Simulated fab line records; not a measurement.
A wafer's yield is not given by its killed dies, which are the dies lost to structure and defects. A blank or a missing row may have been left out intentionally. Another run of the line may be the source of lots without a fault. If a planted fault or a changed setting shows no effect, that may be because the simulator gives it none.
fab line records -- flow n5-finfet
[record] lots = 14, wafers = 42, last-day = 18
route steps=1938 shown BEOL_M15@1820 MIM_TOP@1834 MIM_TOP_LITHO@1843
lots that met no fault: from a run of the same line without faults
start-h: the number of hours between the record's first day and the start of the first shown wafer of the lot -- wait-h: time in hours since the lot's previous step -- " same as the row above -- L1.1+2: a single row standing in for several wafers -- - value missing, or start not given -- * or withheld: withheld -- < > ~ a bound
route shown NAME@n: NAME is a module with steps in the file, n the number in the route of the first one -- usual: average and standard deviation across the fault-free wafers -- same: alike in all rows -- chamber/n: place in a boat -- sites: each site's reading -- _std_site: the standard deviation of these -- _edge_site: inner sites' mean taken away from outer sites' mean -- radius-mm: how far each site lies from the wafer's centre -- mask NAME#n: copy n -- behind: the most recent tool/chamber to have shaped the wafer -- hold: what put the lot on hold/how long, in hours/how the hold closed -- device: the transistor (n, p or np) that didn't switch -- end of line: the tests these same wafers got at the end of their route -- step lacking rows: just its recipe -- killed: dies lost to structure and defects at the first sort, not the wafer's yield -- map: dies across one wafer; x = killed, . = not, _ = none there
set.NAME: the setting as run; set.NAME@STEP: as run at that earlier step -- model.NAME: the simulator's own value behind a step, which no gauge read
route steps across a sampled set of lots; one table per step, one row per wafer
services: a tool's chamber out of use, with start hour (start-h, from the record's first day; less than 0 if before it), hours out, and reason
[[steps]]
[step N5_BEOL_M15_SPUTTER_44]
[recipe] material = Ta, target-thk-a = 150, temp-c = 50, bias-v = 80, power-w = 15000, chamber-pressure-pa = 0.07, time-s = 24.19
[usual] throttle-valve-pct = 30.3/1.3
lot.wafer,tool,chamber,start-h,wait-h,throttle-valve-pct
L545.2,pvd-sputter-03,-,258.98,0.0,29.8
L545.3,pvd-sputter-03,-,258.98,0.0,28.4
L545.4,pvd-sputter-03,-,258.98,0.0,32.3
L546.2,pvd-sputter-03,-,262.69,0.0,29.7
L546.4,pvd-sputter-03,-,262.69,0.0,30.1
L546.5,pvd-sputter-03,-,262.69,0.0,30.1
L547.1,pvd-sputter-01,-,264.43,0.0,31.6
L547.3,pvd-sputter-01,-,264.43,0.0,28.7
L547.4,pvd-sputter-01,-,264.43,0.0,30.1
L552.1,pvd-sputter-03,-,298.39,0.0,32.2
L552.2,pvd-sputter-03,-,298.39,0.0,28.4
L552.3,pvd-sputter-03,-,298.39,0.0,30.0
L553.1,pvd-sputter-02,-,305.65,0.0,31.3
L553.2,pvd-sputter-02,-,305.65,0.0,30.1
L553.6,pvd-sputter-02,-,305.65,0.0,31.2
L559.1,pvd-sputter-01,-,334.18,0.0,31.3
L559.2,pvd-sputter-01,-,334.18,0.0,29.2
L559.5,pvd-sputter-01,-,334.18,0.0,31.0
L558.2,pvd-sputter-01,-,337.63,0.0,31.3
L558.4,pvd-sputter-01,-,337.63,0.0,31.1
L558.6,pvd-sputter-01,-,337.63,0.0,31.5
L561.1,pvd-sputter-02,-,344.47,0.0,28.4
L561.3,pvd-sputter-02,-,344.47,0.0,29.9
L561.5,pvd-sputter-02,-,344.47,0.0,31.3
L560.1,pvd-sputter-01,-,344.88,0.0,28.8
L560.5,pvd-sputter-01,-,344.88,0.0,30.3
L560.6,pvd-sputter-01,-,344.88,0.0,29.0
L565.2,pvd-sputter-02,-,370.80,0.0,29.9
L565.5,pvd-sputter-02,-,370.80,0.0,30.0
L565.6,pvd-sputter-02,-,370.80,0.0,27.9
L562.2,pvd-sputter-03,-,372.52,0.0,28.7
L562.3,pvd-sputter-03,-,372.52,0.0,30.0
L562.4,pvd-sputter-03,-,372.52,0.0,32.4
L564.2,pvd-sputter-03,-,373.08,0.0,30.2
L564.4,pvd-sputter-03,-,373.08,0.0,32.0
L564.6,pvd-sputter-03,-,373.08,0.0,30.3
L563.1,pvd-sputter-02,-,373.52,0.0,30.9
L563.2,pvd-sputter-02,-,373.52,0.0,29.6
L563.5,pvd-sputter-02,-,373.52,0.0,31.3
L568.1,pvd-sputter-03,-,399.56,0.0,29.5
L568.4,pvd-sputter-03,-,399.56,0.0,28.3
L568.5,pvd-sputter-03,-,399.56,0.0,28.5
[step N5_MIM_TOP_ALD_00]
[recipe] material = Al2O3, target-thk-a = *, temp-c = withheld, ald-precursor-family = TMA, ald-co-reactant = O3, pulse-time-s = withheld, purge-time-s = 3, co-reactant-purge-time-s = withheld, co-reactant-pulse-time-s = 3, ald-cycles = withheld
[usual] precursor-pulse-height-rel = 0.999/0.022
lot.wafer,tool,chamber,start-h,wait-h,precursor-pulse-height-rel
L545.2,ald-hk-01,2,263.33,0.1,0.986
L545.3,ald-hk-01,0,263.33,0.1,0.978
L545.4,ald-hk-01,3,263.33,0.1,1.013
L546.2,ald-hk-03,0,265.26,0.1,0.978
L546.4,ald-hk-03,3,265.26,0.1,0.982
L546.5,ald-hk-03,0,265.26,0.1,0.999
L547.1,ald-hk-02,0,268.16,0.1,1.008
L547.3,ald-hk-02,1,268.16,0.1,1.019
L547.4,ald-hk-02,3,268.16,0.1,0.960
L552.1,ald-hk-02,1,301.85,0.1,1.025
L552.2,ald-hk-02,0,301.85,0.1,1.006
L552.3,ald-hk-02,2,301.85,0.1,1.000
L553.1,ald-hk-02,1,308.80,0.1,1.017
L553.2,ald-hk-02,0,308.80,0.1,1.033
L553.6,ald-hk-02,1,308.80,0.1,0.996
L559.1,ald-hk-03,0,337.45,0.1,0.953
L559.2,ald-hk-03,2,337.45,0.1,1.007
L559.5,ald-hk-03,3,337.45,0.1,0.987
L558.2,ald-hk-03,1,340.30,0.1,0.992
L558.4,ald-hk-03,2,340.30,0.1,1.031
L558.6,ald-hk-03,0,340.30,0.1,0.972
L561.1,ald-hk-02,3,348.14,0.1,1.000
L561.3,ald-hk-02,2,348.14,0.1,0.996
L561.5,ald-hk-02,2,348.14,0.1,1.044
L560.1,ald-hk-01,2,348.70,0.1,0.995
L560.5,ald-hk-01,3,348.70,0.1,1.011
L560.6,ald-hk-01,2,348.70,0.1,1.001
L565.2,ald-hk-01,0,373.67,0.1,0.970
L565.5,ald-hk-01,2,373.67,0.1,0.966
L565.6,ald-hk-01,3,373.67,0.1,0.965
L562.2,ald-hk-01,0,375.11,0.1,0.988
L562.3,ald-hk-01,2,375.11,0.1,0.989
L562.4,ald-hk-01,1,375.11,0.1,0.991
L564.2,ald-hk-03,3,377.02,0.1,1.009
L564.4,ald-hk-03,1,377.02,0.1,0.980
L564.6,ald-hk-03,1,377.02,0.1,1.044
L563.1,ald-hk-01,1,377.40,0.1,0.999
L563.2,ald-hk-01,2,377.40,0.1,1.022
L563.5,ald-hk-01,0,377.40,0.1,0.979
L568.1,ald-hk-01,2,405.97,0.1,0.955
L568.4,ald-hk-01,1,405.97,0.1,1.020
L568.5,ald-hk-01,2,405.97,0.1,1.020
[step N5_MIM_TOP_LITHO_EXPOSE_05]
[recipe] mask-id = MIM_TOP, na = 0.55, source-shape = conventional, sigma-outer = 0.8, polarization = unpolarized, target-cd-nm = 2000, dose-mj = 20.5
[usual] exposure-dose-mJ-cm2 = 20.54/0.051, focus-offset-nm = -0.1/0.53, sigma-outer = 0.8/0
lot.wafer,tool,chamber,start-h,wait-h,mask,exposure-dose-mJ-cm2,focus-offset-nm,sigma-outer
L545.2,krf-scanner-02,0,264.41,-,MIM_TOP#0,20.50,-0.4,0.8
L545.3,krf-scanner-02,0,264.41,-,MIM_TOP#0,20.50,0.0,0.8
L545.4,krf-scanner-02,0,264.41,-,MIM_TOP#0,20.47,-0.2,0.8
L546.2,krf-scanner-01,0,268.20,-,MIM_TOP#0,20.56,1.4,0.8
L546.4,krf-scanner-01,0,268.20,-,MIM_TOP#0,20.55,0.6,0.8
L546.5,krf-scanner-01,0,268.20,-,MIM_TOP#0,20.61,-0.1,0.8
L547.1,krf-scanner-02,0,269.58,-,MIM_TOP#0,20.49,-1.2,0.8
L547.3,krf-scanner-02,0,269.58,-,MIM_TOP#0,20.50,0.0,0.8
L547.4,krf-scanner-02,0,269.58,-,MIM_TOP#0,20.50,0.6,0.8
L552.1,krf-scanner-01,-,303.38,-,MIM_TOP#0,-,-,-
L552.2,krf-scanner-01,-,303.38,-,MIM_TOP#0,-,-,-
L552.3,krf-scanner-01,-,303.38,-,MIM_TOP#0,-,-,-
L553.1,krf-scanner-02,-,311.47,-,MIM_TOP#0,-,-,-
L553.2,krf-scanner-02,-,311.47,-,MIM_TOP#0,-,-,-
L553.6,krf-scanner-02,-,311.47,-,MIM_TOP#0,-,-,-
L559.1,krf-scanner-01,0,338.82,-,MIM_TOP#0,20.56,0.7,0.8
L559.2,krf-scanner-01,0,338.82,-,MIM_TOP#0,20.62,-0.3,0.8
L559.5,krf-scanner-01,0,338.82,-,MIM_TOP#0,20.61,-0.5,0.8
L558.2,krf-scanner-01,0,343.11,-,MIM_TOP#0,20.59,0.0,0.8
L558.4,krf-scanner-01,0,343.11,-,MIM_TOP#0,20.59,-0.6,0.8
L558.6,krf-scanner-01,0,343.11,-,MIM_TOP#0,20.57,0.1,0.8
L561.1,krf-scanner-02,0,349.52,-,MIM_TOP#0,20.46,0.1,0.8
L561.3,krf-scanner-02,0,349.52,-,MIM_TOP#0,20.45,-0.7,0.8
L561.5,krf-scanner-02,0,349.52,-,MIM_TOP#0,20.48,-0.4,0.8
L560.1,krf-scanner-01,0,349.74,-,MIM_TOP#0,20.60,0.0,0.8
L560.5,krf-scanner-01,0,349.74,-,MIM_TOP#0,20.58,0.2,0.8
L560.6,krf-scanner-01,0,349.74,-,MIM_TOP#0,20.59,-1.0,0.8
L565.2,krf-scanner-01,0,374.40,-,MIM_TOP#0,20.57,0.2,0.8
L565.5,krf-scanner-01,0,374.40,-,MIM_TOP#0,20.58,0.1,0.8
L565.6,krf-scanner-01,0,374.40,-,MIM_TOP#0,20.56,-0.2,0.8
L562.2,krf-scanner-02,0,377.06,-,MIM_TOP#0,20.52,0.0,0.8
L562.3,krf-scanner-02,0,377.06,-,MIM_TOP#0,20.50,0.2,0.8
L562.4,krf-scanner-02,0,377.06,-,MIM_TOP#0,20.48,0.4,0.8
L564.2,krf-scanner-01,0,377.94,-,MIM_TOP#0,20.56,-0.2,0.8
L564.4,krf-scanner-01,0,377.94,-,MIM_TOP#0,20.55,-1.0,0.8
L564.6,krf-scanner-01,0,377.94,-,MIM_TOP#0,20.54,-0.1,0.8
L563.1,krf-scanner-01,0,380.98,-,MIM_TOP#0,20.59,-0.5,0.8
L563.2,krf-scanner-01,0,380.98,-,MIM_TOP#0,20.59,0.8,0.8
L563.5,krf-scanner-01,0,380.98,-,MIM_TOP#0,20.58,0.4,0.8
L568.1,krf-scanner-01,0,407.07,-,MIM_TOP#0,20.58,0.0,0.8
L568.4,krf-scanner-01,0,407.07,-,MIM_TOP#0,20.58,-0.5,0.8
L568.5,krf-scanner-01,0,407.07,-,MIM_TOP#0,20.59,-0.6,0.8
[step N5_MIM_TOP_LITHO_CD_MEAS_08]
[recipe] target-cd-nm = 2000, landing-energy-ev = 500, detector = se-inlens
[usual] cd-nm = 1999.5/1.8
lot.wafer,tool,chamber,start-h,wait-h,cd-nm
L545.2,cd-sem-03,0,264.58,-,1999.0
L545.3,cd-sem-03,0,264.58,-,2000.0
L545.4,cd-sem-03,0,264.58,-,1999.0
L546.2,cd-sem-01,0,268.38,-,1998.2
L546.4,cd-sem-01,0,268.38,-,1998.5
L546.5,cd-sem-01,0,268.38,-,1998.1
L547.1,cd-sem-01,0,269.75,-,2003.2
L547.3,cd-sem-01,0,269.75,-,2001.5
L547.4,cd-sem-01,0,269.75,-,2001.8
L552.1,cd-sem-02,0,303.56,-,-
L552.2,cd-sem-02,0,303.56,-,-
L552.3,cd-sem-02,0,303.56,-,-
L553.1,cd-sem-01,0,311.64,-,-
L553.2,cd-sem-01,0,311.64,-,-
L553.6,cd-sem-01,0,311.64,-,-
L559.1,cd-sem-03,0,339.00,-,2002.9
L559.2,cd-sem-03,0,339.00,-,2000.1
L559.5,cd-sem-03,0,339.00,-,2001.3
L558.2,cd-sem-02,0,343.28,-,1998.8
L558.4,cd-sem-02,0,343.28,-,2000.8
L558.6,cd-sem-02,0,343.28,-,2000.3
L561.1,cd-sem-01,0,349.70,-,1997.2
L561.3,cd-sem-01,0,349.70,-,1997.3
L561.5,cd-sem-01,0,349.70,-,1995.8
L560.1,cd-sem-01,0,349.92,-,1998.6
L560.5,cd-sem-01,0,349.92,-,2000.5
L560.6,cd-sem-01,0,349.92,-,1998.3
L565.2,cd-sem-02,0,374.57,-,2000.0
L565.5,cd-sem-02,0,374.57,-,1999.5
L565.6,cd-sem-02,0,374.57,-,1999.7
L562.2,cd-sem-01,0,377.23,-,1997.3
L562.3,cd-sem-01,0,377.23,-,2001.9
L562.4,cd-sem-01,0,377.23,-,1998.5
L564.2,cd-sem-02,0,378.11,-,1999.6
L564.4,cd-sem-02,0,378.11,-,2000.4
L564.6,cd-sem-02,0,378.11,-,1996.5
L563.1,cd-sem-01,0,381.15,-,1997.4
L563.2,cd-sem-01,0,381.15,-,1998.6
L563.5,cd-sem-01,0,381.15,-,1997.4
L568.1,cd-sem-03,0,407.24,-,2001.1
L568.4,cd-sem-03,0,407.24,-,2001.6
L568.5,cd-sem-03,0,407.24,-,2002.7
[[services]]
tool,chamber,start-h,hours,kind
krf-scanner-01,-,240.87,2.2,repair
krf-scanner-01,-,248.67,0.6,repair
ald-hk-03,-,249.52,1.7,repair
krf-scanner-02,-,256.12,1.0,pm
krf-scanner-02,-,265.41,1.3,pm
krf-scanner-02,-,268.30,0.4,repair
krf-scanner-01,0,272.65,-,calibration
krf-scanner-01,-,273.47,1.3,pm
krf-scanner-01,-,302.35,0.7,repair
ald-hk-03,-,306.19,0.7,repair
krf-scanner-02,-,336.33,0.8,pm
krf-scanner-01,-,339.85,0.8,pm
ald-hk-02,-,340.49,2.8,pm
pvd-sputter-03,-,355.26,3.1,repair
krf-scanner-01,-,368.11,1.0,pm
krf-scanner-02,0,377.83,-,calibration
krf-scanner-02,-,402.11,3.6,pm
pvd-sputter-02,-,402.50,33.0,repair
[[key]]
[first-sign] step = N5_MIM_TOP_LITHO_EXPOSE_05, reading = tool-record, direction = missing
effect none on later readings
met-at N5_MIM_TOP_LITHO_EXPOSE_05
struck-lots L552,L553
later-rows-left-out L552.1,L552.2,L552.3,L553.1,L553.2,L553.6
sort-left-out L552.1,L552.2,L552.3,L553.1,L553.2,L553.6
not-acting-at N5_BEOL_M15_SPUTTER_44,N5_MIM_TOP_ALD_00,N5_MIM_TOP_LITHO_CD_MEAS_08
onset-between 269.58 303.38
[fault] kind = skipped-step-whole, tool = krf-scanner-01,krf-scanner-02, chamber = -, onset-h = 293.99, steps = N5_MIM_TOP_LITHO_EXPOSE_05, scope = struck-lots-only
// sort-left-out: the simulated sort isn't trusted on such a fault, so these wafers' sort isn't shown, and their yield isn't known
// later-rows-left-out: the simulator's readings of these wafers behind a module that went badly wrong aren't trusted and aren't shown, but for the sort
